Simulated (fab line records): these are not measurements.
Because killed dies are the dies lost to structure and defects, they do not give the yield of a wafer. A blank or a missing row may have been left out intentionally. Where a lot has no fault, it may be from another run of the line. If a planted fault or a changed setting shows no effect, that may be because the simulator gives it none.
Chamber matching | flow n5-finfet | pecvd-04 running N5_BEOL_M8_ILD_DEP_00: 3 sister chambers
The step deposits SiCOH lowk from DEMS/porogen, target thk 179.75 nm, time 33.4 s. 6 wafers are shown with their chamber, then 8 later ones without.

== WAFERS PAIRED WITH THEIR CHAMBERS ==
wafer  | chamber | throttle-valve-pct (%) | showerhead-plenum-p-Torr (Torr)
L079.6 | 1       | 13.4                   | 5.717
L078.3 | 1       | 13.3                   | 5.704
L084.1 | 2       | 12.7                   | 5.746
L084.3 | 0       | 15.3                   | 5.745
L084.4 | 2       | 13.0                   | 5.765
L085.3 | 0       | 15.2                   | 5.736

== WAFERS WITH NO CHAMBER GIVEN ==
wafer  | throttle-valve-pct (%) | showerhead-plenum-p-Torr (Torr)
L085.4 | 13.1                   | 5.710
L085.6 | 12.8                   | 5.768
L086.1 | 13.3                   | 5.714
L086.2 | 13.1                   | 5.752
L086.6 | 15.2                   | 5.773
L096.1 | 15.2                   | 5.749
L096.5 | 15.3                   | 5.745
L096.6 | 13.0                   | 5.706

== WHICH CHAMBER EACH WENT THROUGH ==
wafer  | from the rows above | in truth
L085.4 | 1                   | 1
L085.6 | 2                   | 2
L086.1 | 1                   | 1
L086.2 | 2                   | 2
L086.6 | 0                   | 0
L096.1 | 0                   | 0
L096.5 | 0                   | 0
L096.6 | 1                   | 1
Correctly placed: 8 of 8. Can't be placed from these rows: 0. Wrongly placed: 0.
How it was worked out, from the rows above alone: a wafer's distance from a chamber is the root of the sum, over the readings, of the square of ((its reading less the chamber's mean) divided by the reading's scatter). The wafer belongs to the nearest chamber; if the next one is less than 2 further off, it can't be placed. The mean given for a chamber averages the wafers shown for that chamber. The scatter: the root of (the sum of the squares of (reading less its chamber's mean) over the shown wafers, divided by (wafers less chambers)).
